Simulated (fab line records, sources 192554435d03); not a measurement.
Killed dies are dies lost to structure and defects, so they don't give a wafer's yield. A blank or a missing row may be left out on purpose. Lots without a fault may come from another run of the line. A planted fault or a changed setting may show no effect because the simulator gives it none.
fab line records | flow n5_finfet | part 1 of 2: steps 1 to 4 of 6
record lots=20 wafers=60 last_day=19
route steps=1938 shown FIN_SAQP@98 FIN_CUT@168
lots that met no fault: from a run of the same line without faults
start_h: hours from the record's first day to the start of the lot's first wafer shown | wait_h: hours since the lot's step before | " the same as in the row above | L1.1+2: a row that stands for several wafers | - no value, or no start given | * or withheld: withheld | < > ~ a bound
route shown NAME@n: a module of which the file shows steps, and the number in the route of the first | usual: mean/standard deviation of fault-free wafers | same: alike in all rows | chamber/n: place in a boat | sites: the reading at each site | _std_site: their standard deviation | _edge_site: outer sites' mean less inner sites' | radius_mm: how far each site lies from the wafer's centre | mask NAME#n: copy n | behind: the tool/chamber that last shaped the wafer | hold: why the lot was held/for how many hours/how that ended | device: the transistor (n, p or np) that didn't switch | end of line: the same wafers' tests at the end of the route | a step without rows: its recipe alone | killed: dies lost to structure and defects at the first sort, not the wafer's yield | map: a wafer's dies, x killed, . not, _ none there
set.NAME: the setting as run; set.NAME@STEP: as run at that earlier step | model.NAME: the simulator's own value behind a step, which no gauge read
steps of the route over a sample of lots; a table a step, a row a wafer
services: from which hour (start_h, from the record's first day; less than 0 if before it) a tool's chamber was out of use, for how many hours, and why
## steps
# step N5_FIN_SAQP_PECVD_47
# recipe material=a-Si target_thk_a=450 temp_c=400 precursor=SiH4/He pressure_torr=3 rf_w=100 time_s=36.3
# usual heater_power_outer_w=495/48 heater_power_w=789/60 showerhead_plenum_p_Torr=5.68/0.042 susceptor_temp_C=400.03/0.21 throttle_valve_pct=18.2/0.67
# columns lot.wafer tool chamber start_h wait_h heater_power_outer_w heater_power_w showerhead_plenum_p_Torr susceptor_temp_C throttle_valve_pct
L074.2 pecvd-01 1 23.18 0.0 514 808 5.65 400.51 18.7
L074.3 " 1 " " 515 784 5.65 400.18 18.4
L074.6 " 2 " " 466 726 5.72 400.00 17.5
L075.2 pecvd-03 0 27.31 0.0 542 889 5.69 400.28 19.0
L075.3 " 2 " " 488 789 5.69 399.90 18.1
L075.5 " 0 " " 543 892 5.70 400.17 19.1
L077.3 pecvd-04 1 39.35 0.0 561 884 5.73 400.01 18.9
L077.5 " 2 " " 501 822 5.70 399.78 17.4
L077.6 " 0 " " 422 713 5.60 399.90 18.1
L078.1 pecvd-04 0 47.99 0.0 441 737 5.58 400.13 18.1
L078.2 " 1 " " 564 839 5.72 399.86 19.2
L078.3 " 2 " " 466 771 5.70 399.65 17.4
L079.2 pecvd-04 1 51.12 0.0 583 875 5.71 399.96 19.0
L079.4 " 1 " " 565 871 5.74 399.83 19.1
L079.6 " 2 " " 475 791 5.69 399.96 17.7
L080.1 pecvd-01 2 58.51 0.0 471 740 5.72 400.29 17.5
L080.2 " 1 " " 499 784 5.66 400.29 18.5
L080.6 " 2 " " 451 744 5.73 400.01 17.4
L081.2 pecvd-03 1 62.74 0.0 485 775 5.69 399.73 18.3
L081.3 " 1 " " 474 766 5.69 399.81 18.0
L081.5 " 1 " " 489 795 5.70 399.80 17.7
L082.4 pecvd-01 1 69.37 0.1 526 828 5.65 400.05 19.0
L082.5 " 2 " " 466 739 5.73 399.77 17.5
L082.6 " 1 " " 535 841 5.66 400.09 18.7
L084.1 pecvd-03 0 80.95 0.0 595 918 5.70 400.07 19.2
L084.4 " 1 " " 456 748 5.69 400.12 18.4
L084.6 " 1 " " 461 759 5.70 399.90 18.2
L085.2 pecvd-04 0 87.04 0.0 395 676 5.60 400.26 18.1
L085.3 " 1 " " 568 876 5.72 400.09 18.6
L085.6 " 1 " " 571 887 5.73 400.04 18.9
L086.2 pecvd-04 2 93.68 0.0 409 700 5.69 399.86 17.4
L086.3 " 0 " " 451 739 5.59 400.00 18.1
L086.4 " 2 " " 418 695 5.70 400.13 17.7
L087.1 pecvd-01 2 99.08 0.0 426 672 5.71 400.27 17.6
L087.2 " 1 " " 492 782 5.66 400.32 18.6
L087.6 " 1 " " 506 785 5.65 400.13 18.4
L089.2 pecvd-04 0 111.41 0.0 472 817 5.60 399.84 18.5
L089.4 " 0 " " 468 775 5.59 399.83 18.2
L089.5 " 2 " " 458 722 5.70 400.12 17.9
L090.2 pecvd-03 0 117.48 0.0 517 866 5.70 400.12 19.3
L090.3 " 1 " " 496 803 5.70 400.04 18.2
L090.4 " 1 " " 482 786 5.70 400.13 17.8
L092.4 pecvd-01 0 130.40 0.1 568 843 5.65 399.72 17.1
L092.5 " 0 " " 554 831 5.65 399.70 17.0
L092.6 " 1 " " 549 828 5.67 399.94 19.0
L093.1 pecvd-04 1 136.49 0.0 572 852 5.72 399.97 19.0
L093.2 " 0 " " 466 793 5.60 400.24 18.4
L093.4 " 1 " " 566 863 5.72 400.25 18.8
L094.1 pecvd-01 2 141.63 0.0 462 752 5.70 399.99 16.4
L094.2 " 1 " " 492 793 5.66 399.80 18.7
L094.3 " 0 " " 469 765 5.66 400.08 17.3
L095.1 pecvd-04 2 146.95 0.0 491 810 5.68 399.96 17.7
L095.4 " 1 " " 506 784 5.73 400.20 18.8
L095.5 " 2 " " 516 830 5.70 399.70 17.9
L096.3 pecvd-04 1 154.14 0.0 510 769 5.72 400.02 18.8
L096.5 " 0 " " 481 795 5.60 400.67 18.6
L096.6 " 1 " " 497 784 5.74 399.83 18.9
L097.1 pecvd-01 0 159.52 0.0 575 875 5.66 399.87 17.1
L097.5 " 0 " " 570 878 5.65 400.01 17.1
L097.6 " 1 " " 555 834 5.65 400.11 18.6
# step N5_FIN_SAQP_ETCH_51
# recipe chemistry=CF4 target=SiARC target_depth_a=455 mask_material=CAR-ArF time_s=75.8 ion_energy_ev=80 pressure_mtorr=40 source_w=545 bias_w=36 Ar_flow_sccm=100 cf4_flow_sccm=100 ends=cleared
# usual drypump_motor_current_A=5.71/0.28 etch_rf_on_time_s=75.7/1.4 oes_product_au=0.68/0.09 rf_vpp_V=184.5/1.2 showerhead_plenum_p_Torr=2.18/0.07 throttle_valve_pct=15.57/0.22
# columns lot.wafer tool chamber start_h wait_h drypump_motor_current_A etch_rf_on_time_s oes_product_au rf_hours_counter_h rf_vpp_V showerhead_plenum_p_Torr throttle_valve_pct
L074.2 rie_diel-05 3 24.06 0.0 5.84 76.4 0.60 200 184.6 2.14 15.86
L074.3 " 2 " " 6.15 75.8 0.80 12 184.2 2.17 15.55
L074.6 " 3 " " 5.82 77.1 0.61 - 183.8 2.14 15.86
L075.2 rie_diel-06 3 27.97 0.0 5.25 74.4 0.63 196 184.1 2.22 15.45
L075.3 " 1 " " 5.63 74.7 0.80 19 184.8 2.12 15.29
L075.5 " 3 " " 5.25 74.3 0.63 - 185.4 2.22 15.45
L077.3 rie_diel-06 1 40.99 0.0 5.61 74.6 0.79 26 183.6 2.11 15.30
L077.5 " 3 " " 5.27 74.0 0.62 - 185.7 2.21 15.46
L077.6 " 1 " " 5.59 74.5 0.78 - 183.1 2.11 15.31
L078.1 rie_diel-05 2 48.80 0.0 6.16 75.9 0.79 21 184.5 2.17 15.58
L078.2 " 1 " " 5.81 76.3 0.59 229 184.3 2.20 15.51
L078.3 " 0 " " 5.59 76.0 0.71 65 184.7 2.17 15.23
L079.2 rie_diel-06 3 51.97 0.0 5.27 73.7 0.62 207 186.1 2.21 15.48
L079.4 " 0 " " 5.58 75.2 0.81 - 185.5 2.28 15.51
L079.6 " 3 " " 5.27 73.4 0.63 - 183.5 2.21 15.47
L080.1 rie_diel-05 0 59.26 0.0 5.56 76.2 0.71 69 184.0 2.16 15.22
L080.2 " 1 " " 5.81 77.1 0.59 231 184.0 2.20 15.53
L080.6 " 1 " " 5.79 76.8 0.59 - 184.1 2.20 15.52
L081.2 rie_diel-05 0 63.47 0.0 5.56 75.4 0.71 70 185.7 2.17 15.23
L081.3 " 1 " " 5.80 76.7 0.59 232 184.7 2.20 15.54
L081.5 " 3 " " 5.87 76.5 0.61 - 183.9 2.14 15.87
L082.4 rie_diel-05 2 70.21 0.0 6.14 75.7 0.77 30 183.8 2.17 15.59
L082.5 " 2 " " 6.13 75.1 0.78 - 185.5 2.17 15.58
L082.6 " 1 " " 5.80 76.9 0.58 - 184.5 2.20 15.52
L084.1 rie_diel-04 3 82.29 0.0 6.04 75.0 0.81 10 184.9 2.28 15.47
L084.4 " 2 " " 5.45 77.0 0.60 185 182.1 2.04 15.95
L084.6 " 0 " " 5.43 78.8 0.59 - 183.9 2.14 15.59
L085.2 rie_diel-06 2 88.06 0.0 5.74 75.3 0.81 7 187.1 2.29 15.17
L085.3 " 3 " " 5.26 74.1 0.61 221 184.0 2.21 15.51
L085.6 " 3 " " 5.26 73.8 0.61 - 184.8 2.21 15.50
L086.2 rie_diel-05 2 94.75 0.0 6.13 75.7 0.76 39 184.2 2.17 15.61
L086.3 " 1 " " 5.81 76.3 0.59 243 184.6 2.20 15.52
L086.4 " 3 " " 5.92 77.2 0.59 221 183.7 2.14 15.91
L087.1 rie_diel-04 3 99.81 0.0 6.01 74.6 0.81 15 187.4 2.28 15.47
L087.2 " 0 " " 5.43 78.1 0.58 202 184.4 2.14 15.59
L087.6 " 0 " " 5.45 78.2 0.59 - 183.9 2.14 15.61
L089.2 rie_diel-06 0 112.23 0.0 5.60 75.0 0.75 29 186.0 2.27 15.57
L089.4 " 1 " " 5.60 73.5 0.75 53 184.0 2.11 15.36
L089.5 " 3 " " 5.26 73.5 0.61 - 183.3 2.21 15.52
L090.2 rie_diel-05 0 118.50 0.0 5.57 75.3 0.69 90 185.3 2.16 15.29
L090.3 " 2 " " 6.14 75.9 0.74 47 184.9 2.16 15.61
L090.4 " 3 " " 5.88 76.9 0.59 - 183.6 2.13 15.91
L092.4 rie_diel-06 3 131.24 0.0 5.25 73.5 0.60 236 184.1 2.20 15.55
L092.5 " 1 " " 5.60 74.3 0.74 - 182.1 2.10 15.37
L092.6 " 2 " " 5.73 75.1 0.78 - 185.6 2.28 15.19
L093.1 rie_diel-04 2 137.16 0.0 5.44 76.0 0.60 204 183.7 2.03 16.01
L093.2 " 0 " " 5.47 77.9 0.59 214 183.7 2.13 15.62
L093.4 " 3 " " 6.04 74.2 0.78 - 184.2 2.28 15.50
L094.1 rie_diel-06 1 142.42 0.0 5.60 74.8 0.73 66 182.7 2.10 15.38
L094.2 " 2 " " 5.76 75.3 0.77 26 186.7 2.28 15.21
L094.3 " 3 " " 5.28 73.8 0.60 239 184.6 2.20 15.53
L095.1 rie_diel-04 3 147.63 0.0 6.02 74.2 0.76 34 184.3 2.27 15.52
L095.4 " 3 " " 6.02 73.6 0.76 - 186.5 2.27 15.52
L095.5 " 2 " " 5.48 75.1 0.60 - 183.3 2.03 16.01
L096.3 rie_diel-04 0 154.80 0.0 5.40 77.8 0.59 223 185.1 2.13 15.63
L096.5 " 0 " " 5.41 78.0 0.58 - 183.6 2.13 15.64
L096.6 " 3 " " 6.03 74.0 0.76 - 185.2 2.27 15.52
L097.1 rie_diel-06 1 160.49 0.0 5.61 74.6 0.72 72 184.1 2.10 15.39
L097.5 " 3 " " 5.26 73.6 0.60 - 184.4 2.20 15.55
L097.6 " 2 " " 5.78 76.0 0.75 - 186.7 2.28 15.23
# step N5_FIN_SAQP_MANDREL1_REMOVE_56
# recipe chemistry=HBr/Cl2/O2 bt_time_s=10 target=a-Si stop_on=SiNx endpoint=OES-SiCl over_etch_frac=1 icp_w=600 bias_w=22 HBr_flow_sccm=150 Cl2_flow_sccm=80 O2_flow_sccm=5 pressure_mtorr=10
# usual drypump_motor_current_A=6.1/0.45 oes_product_au=0.994/0.013 throttle_valve_pct=36.7/0.33
# same over_etch_frac=1
# columns lot.wafer tool chamber start_h wait_h drypump_motor_current_A oes_product_au rf_hours_counter_h throttle_valve_pct
L074.2 rie_si-06 2 25.92 0.1 6.4 0.996 7 36.3
L074.3 " 1 " " 6.4 0.985 62 36.8
L074.6 " 3 " " 6.1 1.014 - 36.1
L075.2 rie_si-04 1 29.83 0.1 5.4 0.992 17 37.2
L075.3 " 2 " " 5.8 1.005 114 36.6
L075.5 " 2 " " 5.8 1.002 - 36.6
L077.3 rie_si-06 2 42.89 0.1 6.4 0.991 7 36.3
L077.5 " 3 " " 6.0 1.011 - 36.1
L077.6 " 2 " " 6.4 0.997 - 36.3
L078.1 rie_si-04 2 50.66 0.1 5.8 1.005 114 36.6
L078.2 " 0 " " 4.8 0.988 86 36.5
L078.3 " 3 " " 6.0 0.992 175 37.1
L079.2 rie_si-04 0 54.06 0.1 4.8 0.979 86 36.5
L079.4 " 2 " " 5.8 1.005 114 36.6
L079.6 " 3 " " 6.0 0.987 - 37.2
L080.1 rie_si-04 1 61.17 0.1 5.4 0.997 18 37.2
L080.2 " 0 " " 4.8 0.987 86 36.5
L080.6 " 3 " " 6.0 0.997 - 37.1
L081.2 rie_si-02 1 65.39 0.1 6.3 0.974 48 37.2
L081.3 " 0 " " 5.7 0.976 1 36.7
L081.5 " 1 " " 6.3 0.983 - 37.2
L082.4 rie_si-02 0 72.76 0.1 5.7 0.983 1 36.7
L082.5 " 2 " " 5.6 1.009 - 36.6
L082.6 " 1 " " 6.3 0.983 - 37.2
L084.1 rie_si-02 3 84.48 0.1 6.7 1.003 98 36.4
L084.4 " 0 " " 5.7 0.984 1 36.7
L084.6 " 1 " " 6.3 0.975 - 37.2
L085.2 rie_si-06 2 92.48 0.1 6.4 0.994 8 36.3
L085.3 " 0 " " 6.5 0.999 89 36.9
L085.6 " 3 " " 6.0 1.019 - 36.1
L086.2 rie_si-06 3 96.67 0.1 6.1 1.012 34 36.1
L086.3 " 0 " " 6.5 0.990 89 36.9
L086.4 " 1 " " 6.4 0.975 64 36.7
L087.1 rie_si-06 3 101.92 0.1 6.0 1.021 34 36.1
L087.2 " 1 " " 6.4 0.996 64 36.8
L087.6 " 3 " " 6.0 1.024 - 36.1
L089.2 rie_si-02 3 114.30 0.1 6.7 0.996 99 36.4
L089.4 " 1 " " 6.3 0.983 49 37.2
L089.5 " 0 " " 5.7 0.971 - 36.7
L090.2 rie_si-02 1 120.38 0.1 6.2 0.981 49 37.2
L090.3 " 0 " " 5.7 0.977 2 36.7
L090.4 " 3 " " 6.7 0.999 99 36.4
L092.4 rie_si-06 0 133.14 0.1 6.5 0.998 90 36.9
L092.5 " 3 " " 6.0 1.022 - 36.2
L092.6 " 2 " " 6.3 0.996 - 36.3
L093.1 rie_si-06 3 139.03 0.1 6.0 1.013 35 36.1
L093.2 " 0 " " 6.5 1.003 90 36.9
L093.4 " 1 " " 6.4 0.984 64 36.8
L094.1 rie_si-02 1 144.32 0.1 6.3 0.978 49 37.2
L094.2 " 3 " " 6.7 0.986 99 36.4
L094.3 " 2 " " 5.6 1.005 99 36.6
L095.1 rie_si-02 1 149.80 0.1 6.3 0.963 49 37.2
L095.4 " 3 " " 6.7 0.990 99 36.4
L095.5 " 2 " " 5.6 1.004 - 36.6
L096.3 rie_si-02 1 157.45 0.1 6.2 0.981 49 37.2
L096.5 " 3 " " 6.7 1.008 - 36.4
L096.6 " 1 " " 6.3 0.988 - 37.2
L097.1 rie_si-02 3 162.35 0.1 6.7 1.004 99 36.4
L097.5 " 2 " " 5.6 1.006 - 36.6
L097.6 " 1 " " 6.3 0.977 - 37.2
# step N5_FIN_SAQP_MANDREL2_REMOVE_60
# recipe chemistry=HBr/Cl2/O2 bt_time_s=10 target=a-Si stop_on=SiNx endpoint=OES-SiCl over_etch_frac=1 icp_w=600 bias_w=22 HBr_flow_sccm=150 Cl2_flow_sccm=80 O2_flow_sccm=5 pressure_mtorr=10
# usual drypump_motor_current_A=5.8/0.51 oes_product_au=0.994/0.013 throttle_valve_pct=36.8/0.33
# same over_etch_frac=1
# columns lot.wafer tool chamber start_h wait_h drypump_motor_current_A oes_product_au rf_hours_counter_h throttle_valve_pct
L074.2 rie_si-06 3 27.47 0.1 6.0 1.006 33 36.1
L074.3 " 2 " " 6.3 0.986 7 36.3
L074.6 " 0 " " 6.5 0.996 - 36.9
L075.2 rie_si-04 0 31.96 0.1 4.8 0.990 86 36.5
L075.3 " 1 " " 5.4 0.992 17 37.2
L075.5 " 1 " " 5.4 0.988 - 37.2
L077.3 rie_si-04 3 44.62 0.1 6.0 0.986 175 37.1
L077.5 " 3 " " 6.0 0.994 - 37.1
L077.6 " 0 " " 4.8 0.987 - 36.5
L078.1 rie_si-04 1 52.26 0.1 5.5 0.984 17 37.2
L078.2 " 3 " " 6.0 0.989 175 37.1
L078.3 " 0 " " 4.8 0.974 86 36.5
L079.2 rie_si-06 1 57.98 0.1 6.4 0.975 63 36.8
L079.4 " 2 " " 6.3 0.996 8 36.3
L079.6 " 3 " " 6.0 1.001 - 36.1
L080.1 rie_si-02 2 63.11 0.1 5.6 1.011 97 36.6
L080.2 " 1 " " 6.3 0.985 48 37.2
L080.6 " 0 " " 5.7 0.981 - 36.7
L081.2 rie_si-02 3 67.00 0.1 6.7 1.007 98 36.4
L081.3 " 1 " " 6.3 0.987 48 37.2
L081.5 " 0 " " 5.7 0.985 - 36.7
L082.4 rie_si-04 0 74.72 0.1 4.8 0.980 87 36.5
L082.5 " 2 " " 5.8 0.996 - 36.6
L082.6 " 3 " " 6.0 0.984 - 37.1
L084.1 rie_si-04 1 86.17 0.1 5.5 0.989 18 37.2
L084.4 " 3 " " 6.0 0.982 176 37.1
L084.6 " 1 " " 5.5 1.002 - 37.2
L085.2 rie_si-02 2 95.06 0.1 5.6 1.009 98 36.6
L085.3 " 1 " " 6.3 0.976 48 37.2
L085.6 " 2 " " 5.6 1.009 - 36.6
L086.2 rie_si-02 1 98.39 0.1 6.3 0.982 48 37.2
L086.3 " 2 " " 5.6 0.996 98 36.6
L086.4 " 0 " " 5.7 0.983 1 36.8
L087.1 rie_si-02 1 105.13 0.1 6.3 0.981 48 37.2
L087.2 " 2 " " 5.6 1.011 98 36.6
L087.6 " 1 " " 6.3 0.987 - 37.2
L089.2 rie_si-02 3 115.95 0.1 6.7 0.997 99 36.4
L089.4 " 0 " " 5.7 0.974 2 36.7
L089.5 " 1 " " 6.3 0.975 - 37.2
L090.2 rie_si-06 2 122.76 0.1 6.3 0.996 9 36.3
L090.3 " 0 " " 6.5 0.990 89 36.9
L090.4 " 3 " " 6.1 1.003 35 36.1
L092.4 rie_si-04 1 135.55 0.0 5.4 1.000 19 37.2
L092.5 " 1 " " 5.5 0.995 - 37.2
L092.6 " 0 " " 4.8 0.991 - 36.5
L093.1 rie_si-02 0 141.23 0.1 5.7 0.970 2 36.7
L093.2 " 1 " " 6.3 0.973 49 37.2
L093.4 " 3 " " 6.7 0.988 99 36.4
L094.1 rie_si-02 3 146.14 0.1 6.7 0.998 99 36.4
L094.2 " 2 " " 5.6 1.006 99 36.6
L094.3 " 0 " " 5.7 0.973 2 36.7
L095.1 rie_si-06 3 151.63 0.1 6.0 1.020 35 36.1
L095.4 " 0 " " 6.5 1.001 90 36.9
L095.5 " 0 " " 6.5 0.997 - 36.9
L096.3 rie_si-04 0 159.18 0.1 4.8 0.993 88 36.5
L096.5 " 1 " " 5.4 0.999 - 37.2
L096.6 " 2 " " 5.8 1.010 - 36.6
L097.1 rie_si-04 1 164.34 0.1 5.4 1.016 19 37.2
L097.5 " 2 " " 5.8 1.016 - 36.6
L097.6 " 1 " " 5.4 1.001 - 37.2
